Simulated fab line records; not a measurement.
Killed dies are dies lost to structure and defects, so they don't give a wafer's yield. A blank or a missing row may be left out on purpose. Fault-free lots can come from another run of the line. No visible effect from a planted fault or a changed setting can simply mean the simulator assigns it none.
Chamber matching | flow n5_finfet | N5_BEOL_M3_ETCH_64 on rie_diel-05: 4 sister chambers
The step etches SOC in N2/H2, target depth 75 nm, overetch 15 nm, time 112.5 s. 8 wafers are shown with their chamber, then 9 later ones without.

WAFERS PAIRED WITH THEIR CHAMBERS
wafer  | chamber | showerhead_plenum_p_Torr (Torr) | drypump_motor_current_A (A)
L082.5 | 3       | 2.62                            | 5.7
L085.5 | 0       | 2.46                            | 5.1
L086.1 | 3       | 2.62                            | 5.7
L086.3 | 2       | 2.57                            | 5.8
L086.5 | 1       | 2.55                            | 5.8
L089.1 | 0       | 2.45                            | 5.2
L089.2 | 1       | 2.55                            | 5.8
L089.6 | 2       | 2.57                            | 5.8

WAFERS WHOSE CHAMBER IS MISSING
wafer  | showerhead_plenum_p_Torr (Torr) | drypump_motor_current_A (A)
L090.1 | 2.55                            | 5.8
L090.5 | 2.57                            | 5.9
L090.6 | 2.62                            | 5.7
L093.2 | 2.55                            | 5.8
L093.4 | 2.56                            | 5.9
L093.5 | 2.55                            | 5.8
L096.1 | 2.55                            | 5.8
L096.5 | 2.56                            | 5.8
L096.6 | 2.55                            | 5.8

WHICH CHAMBER EACH WENT THROUGH
wafer  | from the rows above     | in truth
L090.1 | 1                       | 1
L090.5 | 2                       | 2
L090.6 | 3                       | 3
L093.2 | 1                       | 1
L093.4 | can't be placed: 2 or 1 | 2
L093.5 | 1                       | 1
L096.1 | 1                       | 1
L096.5 | can't be placed: 2 or 1 | 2
L096.6 | 1                       | 1
Correctly placed: 7 of 9. These rows do not allow placing 2 (true chamber among the candidates in 2). Wrongly placed: 0.
How it was worked out, from the rows above alone: a wafer's distance from a chamber is the root of the sum, over the readings, of the square of ((its reading less the chamber's mean) divided by the reading's scatter). If the next closest chamber is less than 2 further off than the closest, the wafer can't be placed; otherwise it belongs to the closest. The mean given for a chamber averages the wafers shown for that chamber. The scatter: the root of (the sum of the squares of (reading less its chamber's mean) over the shown wafers, divided by (wafers less chambers)).
